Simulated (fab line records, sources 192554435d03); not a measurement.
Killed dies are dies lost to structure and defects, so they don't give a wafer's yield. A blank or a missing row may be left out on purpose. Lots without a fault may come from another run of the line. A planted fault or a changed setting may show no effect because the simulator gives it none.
fab line records | flow n5_finfet
record lots=5 wafers=15 last_day=18
route steps=1938 shown BEOL_M4@1099 BEOL_M5@1112 BEOL_M10@1529 PASSIVATION@1936
lots that met no fault: from a run of the same line without faults
start_h: hours from the record's first day to the start of the lot's first wafer shown | wait_h: hours since the lot's step before | " the same as in the row above | L1.1+2: a row that stands for several wafers | - no value, or no start given | * or withheld: withheld | < > ~ a bound
route shown NAME@n: a module of which the file shows steps, and the number in the route of the first | usual: mean/standard deviation of fault-free wafers | same: alike in all rows | chamber/n: place in a boat | sites: the reading at each site | _std_site: their standard deviation | _edge_site: outer sites' mean less inner sites' | radius_mm: how far each site lies from the wafer's centre | mask NAME#n: copy n | behind: the tool/chamber that last shaped the wafer | hold: why the lot was held/for how many hours/how that ended | device: the transistor (n, p or np) that didn't switch | end of line: the same wafers' tests at the end of the route | a step without rows: its recipe alone | killed: dies lost to structure and defects at the first sort, not the wafer's yield | map: a wafer's dies, x killed, . not, _ none there
set.NAME: the setting as run; set.NAME@STEP: as run at that earlier step | model.NAME: the simulator's own value behind a step, which no gauge read
lots at some steps of the route; a table a step, a row a wafer
services: from which hour (start_h, from the record's first day; less than 0 if before it) a tool's chamber was out of use, for how many hours, and why
## steps
# step N5_BEOL_M4_ANNEAL_95
# recipe temp_c=400 time_s=240 ambient=vacuum
# step N5_BEOL_M4_SPUTTER_96
# recipe material=Cu target_thk_a=45 temp_c=-20 chamber_pressure_pa=0.07 power_w=withheld time_s=8.29
# step N5_BEOL_M4_ECD_50
# recipe material=Cu target_thk_a=3000
# step N5_BEOL_M4_ANNEAL_51
# recipe temp_c=225 time_s=90 ambient=N2
# step N5_BEOL_M4_CMP_52
# recipe stop_on=SiOC t_overpolish_s=6.8 down_force_psi=1 platen_rpm=50 clearing_platen_down_force_psi=1.5 clearing_platen_rpm=50 post_cmp_clean=cu_alkaline target_thk_nm=40 clearing_platen_pad_velocity_m_s=0.99484 pad_velocity_m_s=0.99484
# step N5_BEOL_M4_PRE_CLEAN_60
# recipe gas=NH3/H2 time_s=15 temp_c=* rf_power_w=300
# step N5_BEOL_M4_CO_CAP_55
# recipe material=Co target_thk_a=20 temp_c=200 precursor=CCTBA/H2 pressure_torr=30 time_s=102.1
# step N5_BEOL_M4_PRE_CLEAN_56
# recipe gas=NH3 time_s=15 temp_c=withheld rf_power_w=300
# step N5_BEOL_M4_DEP_57
# recipe material=SiCN target_thk_a=80 temp_c=withheld precursor=3MS/NH3 pressure_torr=3 rf_w=202 time_s=14
# step N5_BEOL_M4_RC_MEAS_101
# usual DIBL_N=36.0/1.7 DIBL_P=36.0/2 IOFF_N=0.156/0.028 IOFF_P=0.21/0.04 ION_N=673/12 ION_P=463/8.3 SS_N=71.4/0.6 SS_P=73.3/0.66 VT_N=250/3 VT_P=-250/3.8
# columns lot.wafer tool chamber start_h wait_h DIBL_N[mV/V] DIBL_P[mV/V] IOFF_N[nA/um] IOFF_P[nA/um] ION_N[uA/um] ION_P[uA/um] SS_N[mV/dec] SS_P[mV/dec] VT_N[mV] VT_P[mV]
L946.2 prober-02 0 203.50 0.2 36.6 35.4 0.152 0.20 679 464 70.9 73.1 251 -252
L946.5 " 0 " " 37.0 37.2 0.158 0.23 661 459 72.0 74.2 253 -249
L946.6 " 0 " " 38.1 37.0 0.174 0.23 684 462 71.4 74.4 250 -250
L951.2 prober-01 0 236.28 0.2 35.0 33.1 0.144 0.19 672 462 71.6 73.4 252 -250
L951.3 " 0 " " 38.2 37.6 0.206 0.27 690 476 73.0 74.1 246 -246
L951.6 " 0 " " 36.8 36.5 0.187 0.26 696 485 71.3 73.8 244 -246
L952.3 prober-02 0 239.08 0.3 34.1 34.7 0.139 0.23 678 474 70.7 73.0 250 -246
L952.4 " 0 " " 34.8 35.9 0.168 0.25 685 480 71.6 73.5 245 -245
L952.6 " 0 " " 36.1 37.3 0.177 0.29 666 469 71.5 73.5 246 -244
L954.1 prober-01 0 244.96 0.0 36.6 36.7 0.176 0.22 683 466 71.8 72.6 246 -251
L954.4 " 0 " " 35.9 35.5 0.157 0.21 675 461 70.7 72.9 250 -250
L954.6 " 0 " " 35.3 34.6 0.143 0.19 662 451 71.7 72.9 252 -252
L963.3 prober-02 0 312.89 0.3 37.0 38.0 0.186 0.23 682 463 71.3 73.9 247 -249
L963.4 " 0 " " 38.8 40.0 0.218 0.26 711 480 72.0 74.3 244 -247
L963.5 " 0 " " 36.3 37.7 0.167 0.21 698 474 71.3 73.4 250 -252
# step N5_BEOL_M5_ILD_DEP_00
# recipe material=SiCOH_lowk target_thk_a=1406.4 temp_c=300 precursor=DEMS/porogen pressure_torr=5 rf_w=500 time_s=25.9
# step N5_BEOL_M5_CURE_79
# recipe temp_c=385 time_s=240 ambient=He/Ar material=SiCOH_lowk
# step N5_BEOL_M5_PECVD_70
# recipe material=SiO2 target_thk_a=160 temp_c=400 precursor=TEOS/O2 pressure_torr=5.5 rf_w=450 teos_flow_sccm=53.8 gas=O2 flow_sccm=3000 time_s=18
# step N5_BEOL_M5_HM_DEP_02
# recipe material=TiN target_thk_a=200 temp_c=25 chamber_pressure_pa=0.49996
# step N5_BEOL_M5_COAT_59
# recipe resist=SOC temp_c=250 time_s=60 spin_rpm=1500 resist_thk_nm=60
# step N5_BEOL_M5_COAT_60
# recipe resist=SiARC temp_c=220 time_s=60 spin_rpm=1500 resist_thk_nm=12
# step N5_BEOL_M5_COAT_71
# recipe resist=underlayer temp_c=205 time_s=60 spin_rpm=1500 resist_thk_nm=5
# step N5_BEOL_M5_COAT_05
# recipe resist=CAR-EUV spin_rpm=1500 resist_thk_nm=30
# step N5_BEOL_M5_EBR_07
# recipe solvent=PGMEA ebr_width_mm=1.5
# step N5_BEOL_M5_SOFTBAKE_06
# recipe temp_c=110 time_s=60 resist=CAR-EUV
# step N5_BEOL_M5_EXPOSE_08
# recipe mask_id=M5 na=0.33 source_shape=annular sigma_inner=0.4 sigma_outer=0.8 polarization=unpolarized target_cd_nm=28 dose_mj=35.75
# step N5_BEOL_M5_PEB_09
# recipe peb_temp_c=100 peb_time_s=60 resist=CAR-EUV
# step N5_BEOL_M5_DEVELOP_10
# recipe develop_time_s=30 developer=TMAH resist=CAR-EUV rinse_liquid=surfactant_rinse dry=air_spin dev_temp_c=23
# step N5_BEOL_M5_DESCUM_16
# recipe chemistry=O2 time_s=7 source_power_w=50 bias_power_w=20 pressure_mtorr=20 rf_frequency_hz=2.712e+07 temp_c=40 resist=CAR-EUV o2_flow_sccm=225
# step N5_BEOL_M5_ETCH_72
# recipe chemistry=N2/H2 target=underlayer target_depth_a=65 mask_material=CAR-EUV time_s=5.2 ion_energy_ev=200 pressure_mtorr=30 source_w=840 bias_w=150 n2_flow_sccm=200 h2_flow_sccm=200 ends=cleared
# step N5_BEOL_M5_ETCH_61
# recipe chemistry=CF4 target=SiARC target_depth_a=156 mask_material=CAR-EUV time_s=26 ion_energy_ev=80 pressure_mtorr=40 source_w=545 bias_w=36 Ar_flow_sccm=100 cf4_flow_sccm=100 ends=cleared
# step N5_BEOL_M5_ETCH_62
# recipe chemistry=N2/H2 target=SOC target_depth_a=750 overetch_a=150 mask_material=SiARC temp_c=40 time_s=112.5 ion_energy_ev=200 pressure_mtorr=30 source_w=840 bias_w=150 n2_flow_sccm=200 h2_flow_sccm=200
# step N5_BEOL_M5_STRIP_63
# recipe chemistry=N2/H2 temp_c=40 n2_flow_sccm=200 h2_flow_sccm=200 rf_frequency_hz=6e+07
# step N5_BEOL_M5_STRIP_73
# recipe chemistry=N2/H2 temp_c=40 n2_flow_sccm=200 h2_flow_sccm=200 rf_frequency_hz=6e+07
# step N5_BEOL_M5_STRIP_64
# recipe chemistry=CF4 resist=SiARC power_w=300 bias_power_w=75 pressure_mtorr=50 cf4_flow_sccm=150 rf_frequency_hz=6e+07
# step N5_BEOL_M5_HM_OPEN_17
# recipe chemistry=Cl2/BCl3 target_depth_a=200 overetch_a=60 target=TiN mask_material=SOC ion_energy_ev=150 pressure_mtorr=10 icp_w=1000 bias_w=126 Cl2_flow_sccm=53.25 bcl3_flow_sccm=21.75 Ar_flow_sccm=25
# step N5_BEOL_M5_STRIP_19
# recipe chemistry=O2 power_w=400 temp_c=40 pressure_mtorr=30 rf_frequency_hz=6e+07 bias_power_w=0 overash_fraction=0.2 o2_flow_sccm=225
# step N5_BEOL_M5_COAT_65
# recipe resist=SOC temp_c=250 time_s=60 spin_rpm=1500 resist_thk_nm=60
# step N5_BEOL_M5_COAT_66
# recipe resist=SiARC temp_c=220 time_s=60 spin_rpm=1500 resist_thk_nm=12
# step N5_BEOL_M10_ANNEAL_51
# recipe temp_c=225 time_s=90 ambient=N2
# usual anneal_temp_c=224.99/0.17 anneal_temp_c_max=225.74/0.2 wafer_temp_C_max=226.03/0.24
# columns lot.wafer tool chamber start_h wait_h anneal_temp_c anneal_temp_c_max wafer_temp_C_max
L946.2 rtp_anneal-02 0 258.39 0.2 225.20 225.91 225.84
L946.5 " 0 " " 225.22 226.16 226.11
L946.6 " 0 " " 225.03 225.91 226.44
L952.3 rtp_anneal-02 - 293.57 0.1 - - -
L952.4 " - " " - - -
L952.6 " - " " - - -
L951.2 rtp_anneal-02 - 295.23 0.1 - - -
L951.3 " - " " - - -
L951.6 " - " " - - -
L954.1 rtp_anneal-02 - 301.15 0.1 - - -
L954.4 " - " " - - -
L954.6 " - " " - - -
L963.3 rtp_anneal-02 0 377.66 0.1 225.01 225.78 225.95
L963.4 " 0 " " 224.65 225.34 226.01
L963.5 " 0 " " 224.99 225.89 226.09
# step N5_BEOL_M10_CMP_52
# recipe stop_on=SiCOH_lowk t_overpolish_s=7 down_force_psi=1 platen_rpm=50 clearing_platen_down_force_psi=1.5 clearing_platen_rpm=50 post_cmp_clean=cu_alkaline target_thk_nm=140 clearing_platen_pad_velocity_m_s=0.99484 pad_velocity_m_s=0.99484
# usual barrier_field_endpoint_s=28.8/0.68 motor_current_A=6.0/0.42 overpolish_run_s=7.000/0.0097 time_to_endpoint_s=65.0/2.8
# columns lot.wafer tool chamber start_h wait_h barrier_field_endpoint_s motor_current_A overpolish_run_s time_to_endpoint_s
L946.2 cmp-04 3 258.72 0.3 29.0 6.3 6.998 69.7
L946.6 " 1 " " 29.2 5.6 6.990 69.5
L946.5 " 2 " " 29.4 6.0 7.006 67.2
L952.4 cmp-02 1 293.83 0.2 33.7 6.0 6.990 84.5
L952.3 " 3 " " 34.5 5.1 6.996 83.6
L952.6 " 1 " " 33.3 6.4 6.991 85.4
L951.3 cmp-04 1 295.49 0.2 33.6 6.0 6.984 86.7
L951.2 " 2 " " 32.7 5.9 7.004 86.3
L951.6 " 2 " " 33.4 5.9 7.012 85.1
L954.1 cmp-04 3 301.52 0.3 34.6 5.9 6.985 86.7
L954.4 " 0 " " 35.4 5.9 6.997 85.4
L954.6 " 2 " " 35.1 6.1 7.007 85.0
L963.4 cmp-04 3 377.87 0.1 29.5 6.1 7.007 68.0
L963.3 " 0 " " 28.3 5.9 6.995 67.2
L963.5 " 3 " " 28.9 6.1 7.013 64.4
# step N5_PASSIVATION_PROBE_49
# usual defect_limited_yield=91.6/1.6 killed_at_M0_to_M3=31/10 killed_at_M4_up=14/6.3 killed_at_contacts=12/6.1 killed_at_front_end=39/12 killed_at_other=3.7/2.8 killed_dies=100/19 killed_open=66/14 killed_short=33/8.1 sort_bin_5_function=5.0/1.1 sort_bin_6_memory=3.2/0.66 sort_n_pass=1080/18 sort_yield_pct=91.6/1.6
# same gross_dies=1180 killed_at_back_side=0 sort_bin_4_leakage[%]=0 sort_bin_8_speed[%]=0
# columns lot.wafer tool chamber start_h wait_h defect_limited_yield[%] killed_at_M0_to_M3 killed_at_M4_up killed_at_contacts killed_at_front_end killed_at_other killed_dies killed_open killed_short sort_bin_5_function[%] sort_bin_6_memory[%] sort_n_pass sort_yield_pct[%]
L952.3 prober-02 - 339.11 0.1 53.5 36 456 11 41 5 549 64 41 5.9 2.6 631 53.5
L952.4 prober-02 - 339.16 0.2 91.8 33 8 12 40 4 97 53 44 4.1 3.6 1083 91.8
L952.6 prober-02 - 339.26 0.3 66.7 27 318 3 42 3 393 57 36 3.7 3.8 787 66.7
L951.2 prober-01 - 339.29 0.1 75.5 34 211 14 20 10 289 62 31 4.2 3.6 891 75.5
L951.3 prober-01 - 339.34 0.1 58.1 32 404 8 38 12 494 67 36 5.3 3.3 686 58.1
L951.6 prober-01 - 339.49 0.3 92.5 18 20 9 38 3 88 53 35 3.8 3.3 1092 92.5
L954.1 prober-02 - 347.30 0.0 90.5 49 20 15 25 3 112 74 37 5.6 3.7 1068 90.5
L954.4 prober-02 - 347.45 0.2 93.1 31 13 8 26 4 82 54 28 4.1 2.5 1098 93.1
L954.6 prober-02 - 347.55 0.3 60.2 19 399 7 43 2 470 58 27 4.7 2.1 710 60.2
# killed by level:class
L952.3 BEOL_M10:area_cmp=444 GATE_CUT:geometric_particle:short=10 FIN_SAQP:geometric_particle:short=9 BEOL_M0_SAQP:geometric_particle:short=8 MOL_CONTACT_COAG:geometric_particle:open=8 BEOL_M2:geometric_particle:open=7 BEOL_M1:geometric_particle:open=6 BEOL_M3:geometric_particle:open=5
L952.4 MOL_CONTACT_COAG:geometric_particle:open=10 GATE_CUT:geometric_particle:short=9 BEOL_M0_SAQP:geometric_particle:short=8 FIN_SAQP:geometric_particle:short=7 FIN_SAQP:geometric_particle:open=5 BEOL_M0:geometric_particle:short=5 BEOL_M2:geometric_particle:open=5 STI_FIN_REVEAL:geometric_particle:open=4
L952.6 BEOL_M10:area_cmp=300 GATE_CUT:geometric_particle:short=11 BEOL_M2:geometric_particle:open=10 FIN_SAQP:geometric_particle:short=8 BEOL_M4:geometric_particle:open=7 GATE_CUT:geometric_particle:open=6 BEOL_M0_SAQP:geometric_particle:open=5 DUMMY_GATE:geometric_particle:open=4
L951.2 BEOL_M10:area_cmp=195 BEOL_M2:geometric_particle:open=17 MOL_CONTACT_COAG:geometric_particle:open=11 BEOL_M4:geometric_particle:open=7 GATE_CUT:geometric_particle:short=5 FIN_SAQP:geometric_particle:short=3 MOL_CONTACT_COAG:geometric_particle:short=3 BEOL_M0_SAQP:geometric_particle:open=3
L951.3 BEOL_M10:area_cmp=385 BEOL_M2:geometric_particle:open=10 BEOL_M4:geometric_particle:open=9 FIN_SAQP:geometric_particle:short=7 FIN_SAQP:geometric_particle:open=7 MOL_CONTACT_COAG:geometric_particle:open=7 DUMMY_GATE:geometric_particle:open=5 BEOL_M1:geometric_particle:open=5
L951.6 BEOL_M4:geometric_particle:open=10 FIN_SAQP:geometric_particle:short=9 FIN_SAQP:geometric_particle:open=7 STI_FIN_REVEAL:geometric_particle:open=6 MOL_CONTACT_COAG:geometric_particle:open=5 BEOL_M2:geometric_particle:open=5 GATE_CUT:geometric_particle:short=4 MOL_CONTACT_COAG:geometric_particle:short=4
L954.1 MOL_CONTACT_COAG:geometric_particle:open=10 BEOL_M0_SAQP:geometric_particle:open=9 BEOL_M1:geometric_particle:open=9 BEOL_M1:geometric_particle:short=8 BEOL_M4:geometric_particle:open=8 BEOL_M2:geometric_particle:open=7 BEOL_M0_SAQP:geometric_particle:short=6 MOL_CONTACT_COAG:geometric_particle:short=5
L954.4 MOL_CONTACT_COAG:geometric_particle:open=8 BEOL_M0_SAQP:geometric_particle:short=8 ILD0:geometric_particle:open=6 BEOL_M0_SAQP:geometric_particle:open=6 BEOL_M4:geometric_particle:open=6 FIN_SAQP:geometric_particle:open=5 BEOL_M1:geometric_particle:open=5 BEOL_M1:geometric_particle:short=4
L954.6 BEOL_M10:area_cmp=385 DUMMY_GATE:geometric_particle:open=9 FIN_SAQP:geometric_particle:short=7 STI_FIN_REVEAL:geometric_particle:open=6 ILD0:geometric_particle:open=6 MOL_CONTACT_COAG:geometric_particle:open=6 FIN_SAQP:geometric_particle:open=5 BEOL_M2:geometric_particle:open=5
# map L951.3 (x killed, . not)
_________________.........x..________________
______________.x....xx.......x.._____________
___________.x.................x....__________
__________.....x.x........x......x.._________
________............x..........xx.x..._______
_______................................______
______........x.......x..........x......_____
_____.........x...xxxxxxxxxx.......x..x..____
____x..........xxxxxxxxxxxxxxxx.........x.___
___...........xxxxxxxxxxxxxxxxxx.......x...__
___x.........xxxxxxxxxxxxxxxxxxxx..........__
__..........xxxxxxxxxxxxxxxxxxxxxx.........._
__.....x.x.xxxxxxxxxxxxxxxxxxxxxxxx.....x..._
_.x........xxxxxxxxxxxxxxxxxxxxxxxx.....x....
_.......x.xxxxxxxxxxxxxxxxxxxxxxxxxx.........
_.........xxxxxxxxxxxxxxxxxxxxxxxxxx.........
_.........xxxxxxxxxxxxxxxxxxxxxxxxxx.....x...
_.......x.xxxxxxxxxxxxxxxxxxxxxxxxxx.....x...
_...x.....xxxxxxxxxxxxxxxxxxxxxxxxxx......x..
_.........xxxxxxxxxxxxxxxxxxxxxxxxxx.........
_.....x....xxxxxxxxxxxxxxxxxxxxxxxx......x...
__.........xxxxxxxxxxxxxxxxxxxxxxxx........._
__x.....x...xxxxxxxxxxxxxxxxxxxxxx.........x_
___x........xxxxxxxxxxxxxxxxxxxxx....x..x..__
___.....x.....xxxxxxxxxxxxxxxxxx..........x__
____x....x.x.xxxxxxxxxxxxxxxxxx...........___
_____.............xxxxxxxxxx..x..........____
______......................x..........._____
_______.......................xx.......______
________.......x........x............._______
__________..........x..........x...._________
___________........x..x......x.....__________
______________.x..x...x........._____________
_________________.xx...xx....________________
# map L952.3 (x killed, . not)
_________________...x..x..x..________________
______________.....x..x.x......._____________
___________..x...............x.....__________
__________.........................._________
________.............................._______
_______...x............................______
______.............xxxxxxxx......x....x._____
_____.......x...xxxxxxxxxxxxxx.....x.....____
____...x......xxxxxxxxxxxxxxxxxx...x......___
___..........xxxxxxxxxxxxxxxxxxxx.......x..__
___...x....xxxxxxxxxxxxxxxxxxxxxxx.....x...__
__....x.x..xxxxxxxxxxxxxxxxxxxxxxxx....x..x._
__........xxxxxxxxxxxxxxxxxxxxxxxxxx........_
_.........xxxxxxxxxxxxxxxxxxxxxxxxxx.........
_...x...x.xxxxxxxxxxxxxxxxxxxxxxxxxx........x
_x.......xxxxxxxxxxxxxxxxxxxxxxxxxxxx........
_x..x....xxxxxxxxxxxxxxxxxxxxxxxxxxxx......x.
_........xxxxxxxxxxxxxxxxxxxxxxxxxxxxx.......
_...x....xxxxxxxxxxxxxxxxxxxxxxxxxxxx........
_......x..xxxxxxxxxxxxxxxxxxxxxxxxxx.........
_.........xxxxxxxxxxxxxxxxxxxxxxxxxx.........
__..x.....xxxxxxxxxxxxxxxxxxxxxxxxxx........_
__......x..xxxxxxxxxxxxxxxxxxxxxxxx...x.x..._
___x..x.....xxxxxxxxxxxxxxxxxxxxxxx........__
___..........xxxxxxxxxxxxxxxxxxxx..........__
____.....x....xxxxxxxxxxxxxxxxxxx.x.......___
_____xx.........xxxxxxxxxxxxxx.x.........____
______.xx.........xxxxxxxxx......x......_____
_______..x...........x.x.x.............______
________....x.....x...xx.......x......_______
__________..x.................x...xx_________
___________........................__________
______________.xx.......xxx...x._____________
_________________............________________
## services
# columns tool chamber start_h hours kind
cmp-02 - 240.06 4.0 pm
cmp-02 - 244.06 - consumable_replace:conditioner
cmp-02 - 244.06 - consumable_replace:pad
cmp-04 - 247.54 5.0 repair
cmp-04 - 318.51 3.0 repair
cmp-02 - 350.29 3.3 repair
## key
first_sign step=N5_BEOL_M10_ANNEAL_51 reading=tool_record direction=missing
effect step=N5_BEOL_M10_CMP_52 reading=barrier_field_endpoint_s direction=up sigmas=7.8 usual=28.8 struck=34.0
effect step=N5_PASSIVATION_PROBE_49 reading=killed_at_M4_up direction=up sigmas=30 usual=14 struck=205 wafers_moved=5
more_kills_born_at N5_BEOL_M10_CMP_52@cmp-04=965 N5_BEOL_M10_CMP_52@cmp-02=744
met_at N5_BEOL_M10_ANNEAL_51
struck_wafers L951.2,L951.3,L951.6,L952.3,L952.4,L952.6,L954.1,L954.4,L954.6
onset_between 258.39 293.57
fault kind=skipped_step_whole tool=rtp_anneal-02 chamber=- onset_h=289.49 steps=N5_BEOL_M10_ANNEAL_51 scope=struck_lots_only
